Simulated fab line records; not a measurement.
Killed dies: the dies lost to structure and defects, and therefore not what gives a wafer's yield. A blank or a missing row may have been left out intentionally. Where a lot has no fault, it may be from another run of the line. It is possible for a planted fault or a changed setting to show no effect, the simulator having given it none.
Lot-split experiment ; flow n5-finfet ; 39 wafers read from 7 lots, route of 1938 steps

== ABOUT THE SPLIT ==
At N5_BEOL_M2_ILD_DEP_00 (deposits SiOC from DEMS/O2, target thk 79 nm, time 15.3 s), the setting target-thk-a was moved away from the recipe's 790 angstrom on 6 of the 39 wafers read, by -36.2% to +44.1%. All remaining wafers had this setting at the recipe value.

There is no step in the file separating the split from the reading.

== THE READING ==
M2_ILD_THK, in nm, at N5_BEOL_M2_THK_MEAS_01. A value of 79.1 nm with a standard deviation of 1.1 nm is what fault-free wafers of this fab line usually give.

wafer;tool, chamber at the split;target-thk-a as run, angstrom;against the recipe;M2_ILD_THK, nm;against lot-mates on the recipe
L074.1;pecvd-02, 0,1,0;790;recipe;79.4;-
L074.2;pecvd-02, 2;790;recipe;78.7;-
L074.3;pecvd-02, 0,1,0;790;recipe;79.4;-
L074.4;pecvd-02, 2;790;recipe;79.9;-
L074.5;pecvd-02, 0,1,0;790;recipe;79.5;-
L074.6;pecvd-02, 1;790;recipe;80.9;-
L081.2;pecvd-04, 1;790;recipe;78.5;-
L081.3;pecvd-04, 2;790;recipe;78.5;-
L081.4;pecvd-04, 0;790;recipe;81.9;-
L082.1;pecvd-03, 0;790;recipe;78.2;-
L082.2;pecvd-03, 2;790;recipe;78.0;-
L082.3;pecvd-03, 1;1138;+44.1%;111.6;+33.3
L082.4;pecvd-03, 1;790;recipe;78.8;-
L082.5;pecvd-03, 0;1138;+44.1%;113.9;+35.6
L082.6;pecvd-03, 2;1138;+44.1%;114.7;+36.4
L087.1;pecvd-03, 2;790;recipe;79.4;-
L087.2;pecvd-03, 0;790;recipe;78.0;-
L087.3;pecvd-03, 1;790;recipe;78.9;-
L087.4;pecvd-03, 0;504;-36.2%;50.0;-28.8
L087.5;pecvd-03, 1;504;-36.2%;50.4;-28.4
L087.6;pecvd-03, 2;504;-36.2%;51.5;-27.3
L088.1;pecvd-04, 1;790;recipe;78.6;-
L088.2;pecvd-04, 0;790;recipe;78.0;-
L088.3;pecvd-04, 0;790;recipe;80.2;-
L088.4;pecvd-04, 1;790;recipe;79.1;-
L088.5;pecvd-04, 1,0;790;recipe;79.8;-
L088.6;pecvd-04, 1,0;790;recipe;79.8;-
L092.1;pecvd-03, 0,2;790;recipe;79.4;-
L092.2;pecvd-03, 0,2;790;recipe;79.4;-
L092.3;pecvd-03, 1;790;recipe;78.3;-
L092.4;pecvd-03, 2;790;recipe;81.4;-
L092.5;pecvd-03, 1;790;recipe;79.7;-
L092.6;pecvd-03, 0;790;recipe;79.0;-
L093.1;pecvd-02, 1;790;recipe;78.9;-
L093.2;pecvd-02, 2;790;recipe;78.5;-
L093.3;pecvd-02, 0;790;recipe;78.3;-
L093.4;pecvd-02, 0;790;recipe;80.3;-
L093.5;pecvd-02, 2;790;recipe;79.8;-
L093.6;pecvd-02, 1;790;recipe;79.7;-
When a row names more than one chamber, that row covers several wafers, and the file does not tell which wafer ran in which chamber.

THE FIT
A straight line over all 39 wafers: M2_ILD_THK changes by +0.781 nm for each +1% of target-thk-a; r = +1.00; the points scatter about the line by 0.98 nm.
The same after taking each lot's own level away (the mean of its wafers on the recipe; 39 wafers): +0.788 nm for each +1%; r = +1.00; scatter 0.91 nm.
According to that fit, moving target-thk-a by its largest amount changes the reading by 35 nm.
Across the lots, their own levels run from 78.33 to 79.63 nm, a range of 1.2 times the standard deviation given above.
Hence the lot-to-lot level has little effect on the slope; both slopes agree.
Check: with one of the wafers moved furthest among these (+44.1%) left out of the fit, the line predicts +35.2 nm for it against its lot-mates. It came out at +33.3 nm against them.

== THE OTHER SPLITS THESE WAFERS WENT THROUGH ==
Note: prior to the reading, these wafers also went through further splits. Each is held against what the fit with the lots' levels taken away leaves over:
other split on the same wafers;wafers away from the commonest value;r with M2_ILD_THK (lot level and that fit taken away)
N5_DUMMY_GATE_ETCH_44 target-depth-a;12;+0.21
N5_HKMG_FIN_HK_ALD_01 ald-cycles;15;+0.05
N5_BEOL_M0_SAQP_PECVD_04 time-s;15;+0.01

== THE WHOLE CHAIN: every reading that the file lists as answering this split, in the file's order ==
step;what it does;reading;change (the file's fit);r (the file's)
N5_BEOL_M2_ILD_DEP_00;deposits SiOC from DEMS/O2, target thk 79 nm, time 15.3 s;SiOC_of_BEOL_M2_ILD_DEP_00.thk-nm (the simulator's own value, which no gauge read);+0.789 nm for each +1% of the setting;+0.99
N5_BEOL_M2_THK_MEAS_01;;M2_ILD_THK;+0.789 for each +1% of the setting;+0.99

== FILE'S OWN FIT ==
M2_ILD_THK changes by +0.789 nm for each +1% of target-thk-a, r = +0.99.
